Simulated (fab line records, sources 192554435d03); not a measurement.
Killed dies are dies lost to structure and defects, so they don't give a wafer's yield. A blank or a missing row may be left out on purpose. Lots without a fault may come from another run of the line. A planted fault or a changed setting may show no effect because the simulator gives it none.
fab line records | flow n5_finfet
record lots=7 wafers=21
route steps=1938 shown BEOL_M2@857 BEOL_M3@974 BEOL_M4@1047 BEOL_M5@1118 BEOL_M6@1221
start_h: hours from the record's first day to the start of the lot's first wafer shown | wait_h: hours since the lot's step before | " the same as in the row above | L1.1+2: a row that stands for several wafers | - no value, or no start given | * or withheld: withheld | < > ~ a bound
route shown NAME@n: a module of which the file shows steps, and the number in the route of the first | usual: mean/standard deviation of fault-free wafers | same: alike in all rows | chamber/n: place in a boat | sites: the reading at each site | _std_site: their standard deviation | _edge_site: outer sites' mean less inner sites' | radius_mm: how far each site lies from the wafer's centre | mask NAME#n: copy n | behind: the tool/chamber that last shaped the wafer | hold: why the lot was held/for how many hours/how that ended | device: the transistor (n, p or np) that didn't switch | end of line: the same wafers' tests at the end of the route | a step without rows: its recipe alone | killed: dies lost to structure and defects at the first sort, not the wafer's yield | map: a wafer's dies, x killed, . not, _ none there
set.NAME: the setting as run; set.NAME@STEP: as run at that earlier step | model.NAME: the simulator's own value behind a step, which no gauge read
lots whose settings were changed on purpose; a table a step, a row a wafer
## steps
# step N5_BEOL_M2_DESCUM_16
# recipe chemistry=O2 time_s=7 source_power_w=50 bias_power_w=20 pressure_mtorr=20 rf_frequency_hz=2.712e+07 temp_c=40 resist=CAR-EUV o2_flow_sccm=225
# columns lot.wafer tool chamber start_h wait_h set.time_s model.CAR-EUV_of_BEOL_M2_COAT_05.thk_nm
L074.3+4+6 rie_diel-02 3,1,3 137.39 0.0 7 26
L076.1+2 rie_diel-01 1,3 143.56 0.0 7 26
L076.6 " 2 " " 5.536 26.6
L078.1+3+5 rie_diel-04 0,3,0 177.06 0.0 7 26
L086.3 rie_diel-02 2 209.37 0.0 8.278 25.4
L086.4+5 " 3,1 " " 7 26.2
L093.4 rie_diel-04 0 251.76 0.0 6.003 26.6
L093.5 " 1 " " 7 26.2
L093.6 " 0 " " 7 26
L095.4+5+6 rie_diel-02 3,1,0 265.44 0.2 7 26
L097.1+3 rie_diel-02 2,3 273.12 0.1 7 26.2
L097.6 " 1 " " 7 26
# step N5_BEOL_M3_ETCH_70
# recipe chemistry=N2/H2 target=SOC target_depth_a=800 overetch_a=160 mask_material=SiARC temp_c=40 time_s=120 ion_energy_ev=200 pressure_mtorr=30 source_w=840 bias_w=150 n2_flow_sccm=200 h2_flow_sccm=200
# usual rf_vpp_V=524.4/1.9
# columns lot.wafer tool chamber start_h wait_h set.source_w rf_vpp_V
L074.3 rie_diel-05 0 155.26 0.0 840 527.4
L074.4 " 3 " " 840 523.4
L074.6 " 2 " " 955.3 504.8
L076.1 rie_diel-03 2 158.70 0.0 840 521.0
L076.2 " 3 " " 840 525.6
L076.6 " 2 " " 956.8 502.0
L078.1 rie_diel-05 2 194.56 0.0 840 524.6
L078.3 " 3 " " 840 524.2
L078.5 " 2 " " 840 523.7
L086.3 rie_diel-03 1 228.18 0.0 956 508.2
L086.4 " 0 " " 840 522.7
L086.5 " 2 " " 956 500.4
L095.4 rie_diel-05 0 278.07 0.0 840 525.9
L095.5 " 0 " " 740.1 547.8
L095.6 " 3 " " 840 524.2
L093.4 rie_diel-03 0 284.15 0.0 840 524.7
L093.5 " 0 " " 840 522.4
L093.6 " 3 " " 840 525.7
L097.1 rie_diel-03 3 289.21 0.0 929.5 509.2
L097.3 " 0 " " 840 522.7
L097.6 " 2 " " 840 523.5
# step N5_BEOL_M4_COAT_67
# recipe resist=SOC temp_c=250 time_s=60 spin_rpm=1500 resist_thk_nm=60
# columns lot.wafer tool chamber start_h wait_h set.spin_rpm model.SOC_of_BEOL_M4_COAT_67.thk_nm
L074.3+6 litho_track-04 0 164.07 0.0 1600 58.2
L074.4 " 0 " " 1500 60.2
L076.1 litho_track-02 0 165.26 0.0 1398 62.2
L076.2 " 0 " " 1500 60.4
L076.6 " 0 " " 1500 60.2
L078.1+3+5 litho_track-04 0 202.49 0.0 1500 60
L086.3 litho_track-02 0 237.50 0.0 1500 60.2
L086.4 " 0 " " 1500 59.8
L086.5 " 0 " " 1585 58.4
L095.4+5 litho_track-03 0 284.04 0.0 1500 60.2
L095.6 " 0 " " 1500 60.4
L093.4+5 litho_track-02 0 290.72 0.0 1500 60.2
L093.6 " 0 " " 1546 59.2
L097.1 litho_track-02 0 302.21 0.0 1500 60.2
L097.3+6 " 0 " " 1500 60.4
# step N5_BEOL_M4_COAT_22
# recipe resist=CAR-EUV spin_rpm=1500 resist_thk_nm=30
# columns lot.wafer tool chamber start_h wait_h set.spin_rpm model.CAR-EUV_of_BEOL_M4_COAT_22.thk_nm
L074.3+4+6 litho_track-04 0 - - 1500 30
L076.1+6 litho_track-02 0 - - 1447 30.6
L076.2 " 0 " " 1500 30
L078.1+3+5 litho_track-04 0 - - 1500 30
L086.3 litho_track-02 0 - - 1500 30
L086.4+5 " 0 " " 1405 31
L095.4+5+6 litho_track-03 0 - - 1500 30
L093.4+5 litho_track-02 0 - - 1500 30
L093.6 " 0 " " 1500 29.8
L097.1+3 litho_track-02 0 - - 1618 28.8
L097.6 " 0 " " 1500 30
# step N5_BEOL_M4_EBR_24
# recipe solvent=PGMEA ebr_width_mm=1.5
# step N5_BEOL_M4_SOFTBAKE_23
# recipe temp_c=110 time_s=60 resist=CAR-EUV
# step N5_BEOL_M4_DESCUM_33
# recipe chemistry=O2 time_s=7 source_power_w=50 bias_power_w=20 pressure_mtorr=20 rf_frequency_hz=2.712e+07 temp_c=40 resist=CAR-EUV o2_flow_sccm=225
# columns lot.wafer tool chamber start_h wait_h set.spin_rpm@BEOL_M4_COAT_22 model.CAR-EUV_of_BEOL_M4_COAT_22.thk_nm
L074.3+6 rie_diel-02 1 164.48 0.0 1500 26.2
L074.4 " 2 " " 1500 26
L076.1 rie_diel-02 2 166.11 0.5 1447 26.8
L076.2 " 0 " " 1500 26
L076.6 " 0 " " 1447 26.6
L078.1+5 rie_diel-02 2,1 203.02 0.0 1500 26.2
L078.3 " 3 " " 1500 26
L086.3 rie_diel-02 2 238.07 0.1 1500 26
L086.4+5 " 1,2 " " 1405 27
L095.4+5+6 rie_diel-01 0,2,3 284.47 0.1 1500 26
L093.4+5+6 rie_diel-04 3,0,3 291.13 0.0 1500 26
L097.1 rie_diel-04 3 303.28 0.6 1618 25
L097.3 " 2 " " 1618 24.8
L097.6 " 2 " " 1500 26
# step N5_BEOL_M4_ETCH_77
# recipe chemistry=N2/H2 target=underlayer target_depth_a=65 mask_material=CAR-EUV time_s=5.2 ion_energy_ev=200 pressure_mtorr=30 source_w=840 bias_w=150 n2_flow_sccm=200 h2_flow_sccm=200 ends=cleared
# step N5_BEOL_M4_ETCH_69
# recipe chemistry=CF4 target=SiARC target_depth_a=156 mask_material=CAR-EUV time_s=26 ion_energy_ev=80 pressure_mtorr=40 source_w=545 bias_w=36 Ar_flow_sccm=100 cf4_flow_sccm=100 ends=cleared
# columns lot.wafer tool chamber start_h wait_h set.spin_rpm@BEOL_M4_COAT_22 model.CAR-EUV_of_BEOL_M4_COAT_22.thk_nm
L074.3+4+6 rie_diel-02 1,2,1 164.53 0.0 1500 11.2
L076.1+6 rie_diel-02 2,0 166.17 0.0 1447 11.8
L076.2 " 0 " " 1500 11.2
L078.1+5 rie_diel-02 2,1 203.07 0.0 1500 11.2
L078.3 " 3 " " 1500 11
L086.3 rie_diel-02 2 238.12 0.0 1500 11.2
L086.4 " 1 " " 1405 12
L086.5 " 2 " " 1405 12.2
L095.4+6 rie_diel-01 0,3 284.52 0.0 1500 11
L095.5 " 2 " " 1500 11.2
L093.4+6 rie_diel-04 3 291.18 0.0 1500 11
L093.5 " 0 " " 1500 11.2
L097.1 rie_diel-04 3 303.33 0.0 1618 10
L097.3 " 2 " " 1618 9.8
L097.6 " 2 " " 1500 11
# step N5_BEOL_M4_ALD_98
# recipe material=SiO2 target_thk_a=25 temp_c=100 ald_precursor_family=BDEAS ald_co_reactant=O2-plasma pulse_time_s=1 co_reactant_pulse_time_s=1 purge_time_s=2 co_reactant_purge_time_s=2 ald_cycles=17 pressure_torr=2
# step N5_BEOL_M4_ETCHBACK_99
# recipe chemistry=CHF3 target=SiO2 target_depth_a=50 time_s=10.4 source_w=215 bias_w=47 Ar_flow_sccm=200 CHF3_flow_sccm=12 ion_energy_ev=100 pressure_mtorr=30
# step N5_BEOL_M4_ETCH_70
# recipe chemistry=N2/H2 target=SOC target_depth_a=800 overetch_a=240 mask_material=SiARC temp_c=40 time_s=130 ion_energy_ev=200 pressure_mtorr=30 source_w=840 bias_w=150 n2_flow_sccm=200 h2_flow_sccm=200
# columns lot.wafer tool chamber start_h wait_h set.spin_rpm@BEOL_M4_COAT_67 model.etch.depth_nm
L074.3 rie_diel-04 2 175.47 0.0 1600 58.22
L074.4 " 1 " " 1500 60.2
L074.6 " 2 " " 1600 58.13
L076.1 rie_diel-01 3 175.58 0.0 1398 62.23
L076.2 " 2 " " 1500 60.31
L076.6 " 0 " " 1500 60.28
L078.1 rie_diel-02 3 209.65 0.0 1500 59.94
L078.3 " 0 " " 1500 59.93
L078.5 " 1 " " 1500 59.98
L086.3 rie_diel-02 1 242.18 0.0 1500 60.11
L086.4 " 3 " " 1500 59.88
L086.5 " 3 " " 1585 58.47
L095.4 rie_diel-01 3 287.97 0.0 1500 60.23
L095.5 " 3 " " 1500 60.17
L095.6 " 0 " " 1500 60.32
L093.4 rie_diel-04 0 292.38 0.0 1500 60.2
L093.5 " 3 " " 1500 60.16
L093.6 " 0 " " 1546 59.12
L097.1 rie_diel-01 3 304.72 0.0 1500 60.29
L097.3 " 2 " " 1500 60.3
L097.6 " 3 " " 1500 60.31
# step N5_BEOL_M5_COAT_60
# recipe resist=SiARC temp_c=220 time_s=60 spin_rpm=1500 resist_thk_nm=12
# columns lot.wafer tool chamber start_h wait_h set.spin_rpm model.SiARC_of_BEOL_M5_COAT_60.thk_nm
L074.3+4+6 litho_track-01 0 - - 1500 12
L076.1 litho_track-05 0 - - 1373 12.6
L076.2+6 " 0 " " 1500 12
L078.1+3+5 litho_track-05 0 - - 1500 12
L086.3+5 litho_track-01 0 - - 1659 11.4
L086.4 " 0 " " 1500 12
L095.4+5+6 litho_track-02 0 - - 1500 12
L093.4+6 litho_track-02 0 - - 1419 12.4
L093.5 " 0 " " 1500 12
L097.1+3+6 litho_track-02 0 - - 1500 12
# step N5_BEOL_M5_COAT_71
# recipe resist=underlayer temp_c=205 time_s=60 spin_rpm=1500 resist_thk_nm=5
# columns lot.wafer tool chamber start_h wait_h set.spin_rpm
L074.3 litho_track-01 0 - - 1596
L074.4+6 " 0 " " 1500
L076.1+2+6 litho_track-05 0 - - 1500
L078.1+3+5 litho_track-05 0 - - 1500
L086.3+4+5 litho_track-01 0 - - 1500
L095.4+5+6 litho_track-02 0 - - 1500
L093.4+5+6 litho_track-02 0 - - 1500
L097.1+6 litho_track-02 0 - - 1351
L097.3 " 0 " " 1500
# step N5_BEOL_M5_ETCH_72
# recipe chemistry=N2/H2 target=underlayer target_depth_a=65 mask_material=CAR-EUV time_s=5.2 ion_energy_ev=200 pressure_mtorr=30 source_w=840 bias_w=150 n2_flow_sccm=200 h2_flow_sccm=200 ends=cleared
# usual rf_vpp_V=524.5/2.2
# columns lot.wafer tool chamber start_h wait_h set.bias_w set.spin_rpm@BEOL_M5_COAT_71 rf_vpp_V model.etch.depth_nm
L074.3 rie_diel-05 1 182.87 0.0 128.9 1596 473.7 4.84
L074.4 " 0 " " 150 1500 526.5 5.005
L074.6 " 3 " " 128.9 1500 474.9 4.992
L076.1 rie_diel-03 2 184.23 0.0 150 1500 523.2 4.994
L076.2 " 1 " " 150 1500 530.0 4.983
L076.6 " 0 " " 150 1500 524.2 4.988
L078.1 rie_diel-06 1 216.89 0.0 150 1500 523.5 4.98
L078.3 " 2 " " 150 1500 523.8 4.959
L078.5 " 3 " " 150 1500 523.1 4.981
L086.3 rie_diel-03 3 249.70 0.0 158.5 1500 544.0 5.016
L086.4 " 0 " " 158.5 1500 542.1 5.024
L086.5 " 1 " " 150 1500 529.4 5.017
L095.4 rie_diel-03 2 296.73 0.0 150 1500 522.3 5.012
L095.5 " 1 " " 150 1500 526.4 5.013
L095.6 " 2 " " 150 1500 521.1 5.016
L093.4 rie_diel-06 1 300.50 0.0 164.7 1500 557.7 5.017
L093.5 " 1 " " 150 1500 525.7 5.003
L093.6 " 2 " " 164.7 1500 554.0 5.013
L097.1 rie_diel-06 0 314.02 0.0 126 1351 471.6 5.275
L097.3 " 1 " " 126 1500 468.2 5.001
L097.6 " 1 " " 150 1351 524.7 5.276
# step N5_BEOL_M5_ETCH_61
# recipe chemistry=CF4 target=SiARC target_depth_a=156 mask_material=CAR-EUV time_s=26 ion_energy_ev=80 pressure_mtorr=40 source_w=545 bias_w=36 Ar_flow_sccm=100 cf4_flow_sccm=100 ends=cleared
# usual etch_rf_on_time_s=25.9/0.52
# columns lot.wafer tool chamber start_h wait_h set.spin_rpm@BEOL_M5_COAT_60 etch_rf_on_time_s model.etch.depth_nm
L074.3 rie_diel-05 1 182.89 0.0 1500 25.6 12.03
L074.4 " 0 " " 1500 26.3 12.03
L074.6 " 3 " " 1500 25.8 12.02
L076.1 rie_diel-03 2 184.25 0.0 1373 27.5 12.53
L076.2 " 1 " " 1500 25.9 11.95
L076.6 " 0 " " 1500 26.8 11.99
L078.1 rie_diel-06 1 216.91 0.0 1500 25.3 11.97
L078.3 " 2 " " 1500 25.7 11.98
L078.5 " 3 " " 1500 26.2 12.01
L086.3 rie_diel-03 3 249.72 0.0 1659 24.5 11.47
L086.4 " 0 " " 1500 27.1 12.06
L086.5 " 1 " " 1659 25.0 11.46
L095.4 rie_diel-03 2 296.74 0.0 1500 26.1 11.99
L095.5 " 1 " " 1500 26.1 12.01
L095.6 " 2 " " 1500 26.2 12.01
L093.4 rie_diel-06 1 300.51 0.0 1419 26.5 12.37
L093.5 " 1 " " 1500 25.7 12
L093.6 " 2 " " 1419 26.9 12.37
L097.1 rie_diel-06 0 314.03 0.0 1500 25.8 12.07
L097.3 " 1 " " 1500 25.6 12.02
L097.6 " 1 " " 1500 25.6 12.03
# step N5_BEOL_M5_ETCH_62
# recipe chemistry=N2/H2 target=SOC target_depth_a=750 overetch_a=150 mask_material=SiARC temp_c=40 time_s=112.5 ion_energy_ev=200 pressure_mtorr=30 source_w=840 bias_w=150 n2_flow_sccm=200 h2_flow_sccm=200
# columns lot.wafer tool chamber start_h wait_h set.spin_rpm@BEOL_M5_COAT_60 model.SiARC_of_BEOL_M5_COAT_60.thk_nm
L074.3+6 rie_diel-05 1,3 182.92 0.0 1500 6.8
L074.4 " 0 " " 1500 7
L076.1 rie_diel-03 2 184.27 0.0 1373 7.4
L076.2 " 1 " " 1500 6.8
L076.6 " 0 " " 1500 7
L078.1+5 rie_diel-06 1,3 216.93 0.0 1500 6.6
L078.3 " 2 " " 1500 6.8
L086.3 rie_diel-03 3 249.74 0.0 1659 6
L086.4 " 0 " " 1500 7
L086.5 " 1 " " 1659 6.4
L095.4 rie_diel-03 2 296.77 0.0 1500 6.8
L095.5+6 " 1,2 " " 1500 7
L093.4 rie_diel-06 1 300.54 0.0 1419 7
L093.5 " 1 " " 1500 6.6
L093.6 " 2 " " 1419 7.2
L097.1+3+6 rie_diel-06 0,1,1 314.06 0.0 1500 6.6
# step N5_BEOL_M5_COAT_66
# recipe resist=SiARC temp_c=220 time_s=60 spin_rpm=1500 resist_thk_nm=12
# columns lot.wafer tool chamber start_h wait_h set.spin_rpm model.SiARC_of_BEOL_M5_COAT_66.thk_nm
L074.3 litho_track-01 0 - - 1500 12
L074.4+6 " 0 " " 1415 12.4
L076.1+2 litho_track-02 0 - - 1500 12
L076.6 " 0 " " 1654 11.4
L078.1+3+5 litho_track-02 0 - - 1500 12
L086.3 litho_track-01 0 - - 1500 12
L086.4 " 0 " " 1646 11.4
L086.5 " 0 " " 1646 11.6
L095.4 litho_track-05 0 - - 1423 12.2
L095.5+6 " 0 " " 1500 12
L093.4+5 litho_track-05 0 - - 1500 12
L093.6 " 0 " " 1439 12.2
L097.1 litho_track-02 0 - - 1500 12
L097.3 " 0 " " 1591 11.6
L097.6 " 0 " " 1591 11.8
# step N5_BEOL_M5_COAT_74
# recipe resist=underlayer temp_c=205 time_s=60 spin_rpm=1500 resist_thk_nm=5
# step N5_BEOL_M5_COAT_22
# recipe resist=CAR-EUV spin_rpm=1500 resist_thk_nm=30
# step N5_BEOL_M5_DESCUM_33
# recipe chemistry=O2 time_s=7 source_power_w=50 bias_power_w=20 pressure_mtorr=20 rf_frequency_hz=2.712e+07 temp_c=40 resist=CAR-EUV o2_flow_sccm=225
# step N5_BEOL_M5_ETCH_75
# recipe chemistry=N2/H2 target=underlayer target_depth_a=65 mask_material=CAR-EUV time_s=5.2 ion_energy_ev=200 pressure_mtorr=30 source_w=840 bias_w=150 n2_flow_sccm=200 h2_flow_sccm=200 ends=cleared
# step N5_BEOL_M5_ETCH_67
# recipe chemistry=CF4 target=SiARC target_depth_a=156 mask_material=CAR-EUV time_s=26 ion_energy_ev=80 pressure_mtorr=40 source_w=545 bias_w=36 Ar_flow_sccm=100 cf4_flow_sccm=100 ends=cleared
# columns lot.wafer tool chamber start_h wait_h set.spin_rpm@BEOL_M5_COAT_66 model.etch.depth_nm model.CAR-EUV_of_BEOL_M5_COAT_22.thk_nm
L074.3 rie_diel-03 3 187.19 0.0 1500 12.03 11.2
L074.4+6 " 1,3 " " 1415 12.34 11
L076.1 rie_diel-06 0 187.59 0.0 1500 12.04 11
L076.2 " 2 " " 1500 12.01 11
L076.6 " 2 " " 1654 11.43 11.4
L078.1 rie_diel-03 0 221.19 0.0 1500 12.05 11.4
L078.3 " 1 " " 1500 11.98 11.4
L078.5 " 2 " " 1500 12.03 11.2
L086.3 rie_diel-05 2 251.34 0.0 1500 12.07 11.2
L086.4 " 1 " " 1646 11.49 11.8
L086.5 " 0 " " 1646 11.5 11.6
L095.4 rie_diel-05 0 299.83 0.0 1423 12.27 11
L095.5 " 3 " " 1500 11.96 11.4
L095.6 " 1 " " 1500 11.92 11.4
L093.4 rie_diel-05 0 301.60 0.0 1500 12.03 11
L093.5 " 1 " " 1500 12 11.2
L093.6 " 3 " " 1439 12.3 11
L097.1 rie_diel-03 2 315.04 0.0 1500 12.01 11.2
L097.3 " 3 " " 1591 11.68 11.4
L097.6 " 2 " " 1591 11.7 11.4
# step N5_BEOL_M5_ETCH_68
# recipe chemistry=N2/H2 target=SOC target_depth_a=800 overetch_a=160 mask_material=SiARC temp_c=40 time_s=120 ion_energy_ev=200 pressure_mtorr=30 source_w=840 bias_w=150 n2_flow_sccm=200 h2_flow_sccm=200
# columns lot.wafer tool chamber start_h wait_h set.spin_rpm@BEOL_M5_COAT_66 model.SiARC_of_BEOL_M5_COAT_66.thk_nm
L074.3 rie_diel-03 3 187.21 0.0 1500 6.2
L074.4 " 1 " " 1415 6.8
L074.6 " 3 " " 1415 6.6
L076.1 rie_diel-06 0 187.62 0.0 1500 6.2
L076.2 " 2 " " 1500 6.4
L076.6 " 2 " " 1654 5.8
L078.1+5 rie_diel-03 0,2 221.22 0.0 1500 6.6
L078.3 " 1 " " 1500 6.4
L086.3 rie_diel-05 2 251.37 0.0 1500 6.4
L086.4 " 1 " " 1646 5.8
L086.5 " 0 " " 1646 6
L095.4 rie_diel-05 0 299.88 0.0 1423 6.8
L095.5 " 3 " " 1500 6.4
L095.6 " 1 " " 1500 6.2
L093.4+5 rie_diel-05 0,1 301.65 0.0 1500 6.4
L093.6 " 3 " " 1439 6.8
L097.1 rie_diel-03 2 315.07 0.0 1500 6.6
L097.3 " 3 " " 1591 5.8
L097.6 " 2 " " 1591 6.2
# step N5_BEOL_M6_COAT_22
# recipe resist=CAR-EUV spin_rpm=1500 resist_thk_nm=30
# columns lot.wafer tool chamber start_h wait_h set.spin_rpm model.CAR-EUV_of_BEOL_M6_COAT_22.thk_nm
L076.1 litho_track-03 0 - - 1594 29
L076.2 " 0 " " 1500 30
L076.6 " 0 " " 1594 29.2
L074.3+4+6 litho_track-05 0 - - 1500 30
L078.1+3+5 litho_track-04 0 - - 1500 30
L086.3+4+5 litho_track-04 0 - - 1500 30.2
L095.4+6 litho_track-05 0 - - 1500 30
L095.5 " 0 " " 1377 31.4
L093.4+5 litho_track-05 0 - - 1371 31.4
L093.6 " 0 " " 1371 31.2
L097.1+6 litho_track-05 0 - - 1500 29.8
L097.3 " 0 " " 1579 29.2
# step N5_BEOL_M6_ETCH_66
# recipe chemistry=N2/H2 target=SOC target_depth_a=800 overetch_a=160 mask_material=SiARC temp_c=40 time_s=120 ion_energy_ev=200 pressure_mtorr=30 source_w=840 bias_w=150 n2_flow_sccm=200 h2_flow_sccm=200
# usual rf_vpp_V=523.4/2.1
# columns lot.wafer tool chamber start_h wait_h set.bias_w rf_vpp_V
L076.1 rie_diel-02 1 200.04 0.0 150 521.7
L076.2 " 0 " " 163.6 557.1
L076.6 " 3 " " 163.6 552.3
L074.3 rie_diel-01 0 200.24 0.0 164.6 557.4
L074.4 " 3 " " 150 524.9
L074.6 " 1 " " 164.6 555.6
L078.1 rie_diel-02 2 235.02 0.0 150 525.8
L078.3 " 0 " " 150 524.5
L078.5 " 2 " " 150 525.6
L086.3 rie_diel-01 3 267.07 0.0 150 526.0
L086.4 " 1 " " 141.7 507.1
L086.5 " 1 " " 141.7 506.7
L095.4 rie_diel-01 3 312.81 0.0 150 524.8
L095.5 " 0 " " 150 524.1
L095.6 " 1 " " 150 525.4
L093.4 rie_diel-04 3 314.90 0.0 161.7 545.7
L093.5 " 2 " " 161.7 548.1
L093.6 " 3 " " 150 520.7
L097.1 rie_diel-01 0 330.99 0.0 150 526.3
L097.3 " 2 " " 150 520.8
L097.6 " 3 " " 150 524.7
## key
split step=N5_BEOL_M2_DESCUM_16 setting=time_s stated=7 by=wafer
response step=N5_BEOL_M2_DESCUM_16 reading=model.CAR-EUV_of_BEOL_M2_COAT_05.thk_nm change=-0.0352 per=1% r=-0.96
split step=N5_BEOL_M3_ETCH_70 setting=source_w stated=840 by=wafer
response step=N5_BEOL_M3_ETCH_70 reading=rf_vpp_V change=-1.51 per=1% r=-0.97
split step=N5_BEOL_M4_COAT_67 setting=spin_rpm stated=1500 by=wafer
response step=N5_BEOL_M4_COAT_67 reading=model.SOC_of_BEOL_M4_COAT_67.thk_nm change=-0.29 per=1% r=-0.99
response step=N5_BEOL_M4_ETCH_70 reading=model.etch.depth_nm change=-0.292 per=1% r=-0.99
split step=N5_BEOL_M4_COAT_22 setting=spin_rpm stated=1500 by=wafer
response step=N5_BEOL_M4_COAT_22 reading=model.CAR-EUV_of_BEOL_M4_COAT_22.thk_nm change=-0.156 per=1% r=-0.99
response step=N5_BEOL_M4_DESCUM_33 reading=model.CAR-EUV_of_BEOL_M4_COAT_22.thk_nm change=-0.153 per=1% r=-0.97
response step=N5_BEOL_M4_ETCH_69 reading=model.CAR-EUV_of_BEOL_M4_COAT_22.thk_nm change=-0.144 per=1% r=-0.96
split step=N5_BEOL_M5_COAT_60 setting=spin_rpm stated=1500 by=wafer
response step=N5_BEOL_M5_COAT_60 reading=model.SiARC_of_BEOL_M5_COAT_60.thk_nm change=-0.0638 per=1% r=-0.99
response step=N5_BEOL_M5_ETCH_61 reading=etch_rf_on_time_s change=* per=1% r=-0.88
response step=N5_BEOL_M5_ETCH_61 reading=model.etch.depth_nm change=-0.061 per=1% r=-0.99
response step=N5_BEOL_M5_ETCH_62 reading=model.SiARC_of_BEOL_M5_COAT_60.thk_nm change=-0.0723 per=1% r=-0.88
split step=N5_BEOL_M5_COAT_71 setting=spin_rpm stated=1500 by=wafer
response step=N5_BEOL_M5_ETCH_72 reading=model.etch.depth_nm change=-0.0268 per=1% r=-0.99
split step=N5_BEOL_M5_ETCH_72 setting=bias_w stated=150 by=wafer
response step=N5_BEOL_M5_ETCH_72 reading=rf_vpp_V change=+3.41 per=1% r=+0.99
split step=N5_BEOL_M5_COAT_66 setting=spin_rpm stated=1500 by=wafer
response step=N5_BEOL_M5_COAT_66 reading=model.SiARC_of_BEOL_M5_COAT_66.thk_nm change=-0.0543 per=1% r=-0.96
response step=N5_BEOL_M5_ETCH_67 reading=model.etch.depth_nm change=-0.0581 per=1% r=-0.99
response step=N5_BEOL_M5_ETCH_67 reading=model.CAR-EUV_of_BEOL_M5_COAT_22.thk_nm change=+0.0442 per=1% r=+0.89
response step=N5_BEOL_M5_ETCH_68 reading=model.SiARC_of_BEOL_M5_COAT_66.thk_nm change=-0.0663 per=1% r=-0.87
split step=N5_BEOL_M6_COAT_22 setting=spin_rpm stated=1500 by=wafer
response step=N5_BEOL_M6_COAT_22 reading=model.CAR-EUV_of_BEOL_M6_COAT_22.thk_nm change=-0.151 per=1% r=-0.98
split step=N5_BEOL_M6_ETCH_66 setting=bias_w stated=150 by=wafer
response step=N5_BEOL_M6_ETCH_66 reading=rf_vpp_V change=+3.42 per=1% r=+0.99
